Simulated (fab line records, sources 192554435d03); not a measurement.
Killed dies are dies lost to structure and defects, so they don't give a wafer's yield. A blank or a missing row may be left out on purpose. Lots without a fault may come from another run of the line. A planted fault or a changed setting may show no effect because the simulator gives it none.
Split-lot experiment | flow n5_finfet | 7 lots, 39 wafers read, on a route of 1938 steps

THE SPLIT
At N5_FIN_SAQP_SPACER2_ALD_28 (deposits SiO2, target thk 8.1 nm, pulse time 1 s, purge time 2 s), the setting target_thk_a was moved away from the recipe's 81 angstrom on 15 of the 39 wafers read, by -54.3% to +58.3%. The other wafers ran this setting at the recipe's value.

FROM THE SPLIT TO THE READING: what the file shows between them, 9 steps
- N5_FIN_SAQP_SPACER2_ETCHBACK_29: etches SiO2 in CHF3/O2, target depth 12.2 nm, time 6.1 s
- N5_FIN_SAQP_MANDREL2_REMOVE_60: chemistry HBr/Cl2/O2, target a-Si, stops on SiNx, bt time 10 s
- N5_FIN_SAQP_CD_MEAS_31: target cd 8 nm
- N5_FIN_SAQP_HM_OPEN_33: chemistry CH3F/O2, target SiNx, target depth 49.4 nm, time 70.6 s
- N5_FIN_SAQP_ETCH_34: etches SiO2 in C4F6/O2, target depth 45 nm, time 15 s
- N5_FIN_SAQP_STRIP_77: strips in N2/H2, time 90 s
- N5_FIN_SAQP_HM_CD_35: target cd 8 nm
- N5_FIN_SAQP_ETCH_64: etches SiO2 in CF4, target depth 1.5 nm
- N5_FIN_SAQP_FIN_ETCH_36: etches the open film in HBr/Cl2/O2, target depth 120 nm, time 50.4 s

THE READING
cd_nm, in nm, at N5_FIN_SAQP_CD_MEAS_37 (target cd 8 nm). Fault-free wafers of this fab line usually give 8.1 nm, standard deviation 0.32 nm.

wafer  | tool, chamber at the split | target_thk_a as run, angstrom | against the recipe | cd_nm, nm | against lot-mates on the recipe
L075.1 | ald_sin-03, 0,2,0          | 81                            | recipe             | 8.1       | -
L075.2 | ald_sin-03, 3,1,1          | 81                            | recipe             | 8.0       | -
L075.3 | ald_sin-03, 3,1,1          | 81                            | recipe             | 7.8       | -
L075.4 | ald_sin-03, 0,2,0          | 81                            | recipe             | 7.8       | -
L075.5 | ald_sin-03, 3,1,1          | 81                            | recipe             | 8.1       | -
L075.6 | ald_sin-03, 0,2,0          | 81                            | recipe             | 8.5       | -
L085.1 | ald_sin-02, 1              | 101.1                         | +24.8%             | 10.5      | +2.3
L085.2 | ald_sin-02, 2,3            | 81                            | recipe             | 8.6       | -
L085.3 | ald_sin-02, 0,3            | 101.1                         | +24.8%             | 10.6      | +2.4
L085.4 | ald_sin-02, 2,3            | 81                            | recipe             | 7.8       | -
L085.5 | ald_sin-02, 0,3            | 101.1                         | +24.8%             | 10.8      | +2.6
L085.6 | ald_sin-02, 2              | 81                            | recipe             | 8.2       | -
L091.1 | ald_sin-02, 0,1            | 102                           | +25.9%             | 10.1      | +1.9
L091.2 | ald_sin-02, 3              | 102                           | +25.9%             | 10.3      | +2.1
L091.3 | ald_sin-02, 0,1            | 102                           | +25.9%             | 10.1      | +1.9
L091.4 | ald_sin-02, 2,2,3          | 81                            | recipe             | 7.9       | -
L091.5 | ald_sin-02, 2,2,3          | 81                            | recipe             | 8.3       | -
L091.6 | ald_sin-02, 2,2,3          | 81                            | recipe             | 8.4       | -
L092.1 | ald_sin-02, 3,0,3          | 81                            | recipe             | 8.8       | -
L092.4 | ald_sin-02, 3,0,3          | 81                            | recipe             | 8.5       | -
L092.5 | ald_sin-02, 3,0,3          | 81                            | recipe             | 8.3       | -
L094.1 | ald_sin-01, 3,1,2          | 128.2                         | +58.3%             | 12.6      | +4.4
L094.2 | ald_sin-01, 3,1,2          | 128.2                         | +58.3%             | 13.2      | +5.0
L094.3 | ald_sin-01, 3,1,2          | 128.2                         | +58.3%             | 13.3      | +5.1
L094.4 | ald_sin-01, 0,2,1          | 81                            | recipe             | 8.3       | -
L094.5 | ald_sin-01, 0,2,1          | 81                            | recipe             | 8.3       | -
L094.6 | ald_sin-01, 0,2,1          | 81                            | recipe             | 8.0       | -
L095.1 | ald_sin-03, 2,0            | 37                            | -54.3%             | 4.2       | -3.7
L095.2 | ald_sin-03, 1              | 37                            | -54.3%             | 4.1       | -3.8
L095.3 | ald_sin-03, 3,0,3          | 81                            | recipe             | 7.2       | -
L095.4 | ald_sin-03, 3,0,3          | 81                            | recipe             | 8.3       | -
L095.5 | ald_sin-03, 2,0            | 37                            | -54.3%             | 3.5       | -4.4
L095.6 | ald_sin-03, 3,0,3          | 81                            | recipe             | 8.2       | -
L096.1 | ald_sin-01, 3              | 81                            | recipe             | 8.0       | -
L096.2 | ald_sin-01, 2,1,3          | 115.1                         | +42.1%             | 11.6      | +3.6
L096.3 | ald_sin-01, 0              | 81                            | recipe             | 7.7       | -
L096.4 | ald_sin-01, 2,1,3          | 115.1                         | +42.1%             | 11.8      | +3.8
L096.5 | ald_sin-01, 2,1,3          | 115.1                         | +42.1%             | 10.8      | +2.8
L096.6 | ald_sin-01, 0              | 81                            | recipe             | 8.4       | -
Where a row lists several chambers, the file gives one row for several wafers and doesn't say which wafer went through which chamber.

THE FIT
A straight line over all 39 wafers: cd_nm changes by +0.0808 nm for each +1% of target_thk_a; r = +0.99; the points scatter about the line by 0.36 nm.
The same after taking each lot's own level away (the mean of its wafers on the recipe; 39 wafers): +0.079 nm for each +1%; r = +0.99; scatter 0.33 nm.
On that fit, the largest move of target_thk_a shifts the reading by 4.6 nm.
The lots' own levels span 7.90 to 8.53 nm, that is 2.0 times the standard deviation above.
So the lot-to-lot level changes the slope little: the two slopes agree.
Check: with one of the wafers moved furthest among these (+58.3%) left out of the fit, the line predicts +4.72 nm for it against its lot-mates. It came out at +4.4 nm against them.

THE WHOLE CHAIN: every reading that the file lists as answering this split, in the file's order
step                           | what it does                                                         | reading                                                                                 | change (the file's fit)                | r (the file's)
N5_FIN_SAQP_SPACER2_ALD_28     | deposits SiO2, target thk 8.1 nm, pulse time 1 s, purge time 2 s     | SiO2_of_FIN_SAQP_SPACER2_ALD_28.thk_nm (the simulator's own value, which no gauge read) | +0.0799 nm for each +1% of the setting | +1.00
N5_FIN_SAQP_MANDREL2_REMOVE_60 | chemistry HBr/Cl2/O2, target a-Si, stops on SiNx, bt time 10 s       | FIN_SAQP.cd_nm (the simulator's own value, which no gauge read)                         | +0.0822 nm for each +1% of the setting | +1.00
N5_FIN_SAQP_CD_MEAS_31         | target cd 8 nm                                                       | cd_nm                                                                                   | +0.0813 nm for each +1% of the setting | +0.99
N5_FIN_SAQP_HM_OPEN_33         | chemistry CH3F/O2, target SiNx, target depth 49.4 nm, time 70.6 s    | FIN_SAQP.cd_nm (the simulator's own value, which no gauge read)                         | +0.0829 nm for each +1% of the setting | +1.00
N5_FIN_SAQP_HM_CD_35           | target cd 8 nm                                                       | cd_nm                                                                                   | +0.08 nm for each +1% of the setting   | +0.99
N5_FIN_SAQP_FIN_ETCH_36        | etches the open film in HBr/Cl2/O2, target depth 120 nm, time 50.4 s | FIN_SAQP.cd_nm (the simulator's own value, which no gauge read)                         | +0.0811 nm for each +1% of the setting | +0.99
N5_FIN_SAQP_CD_MEAS_37         | target cd 8 nm                                                       | cd_nm                                                                                   | +0.0794 nm for each +1% of the setting | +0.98

THE FILE'S OWN FIT
cd_nm changes by +0.0794 nm for each +1% of target_thk_a, r = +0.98.
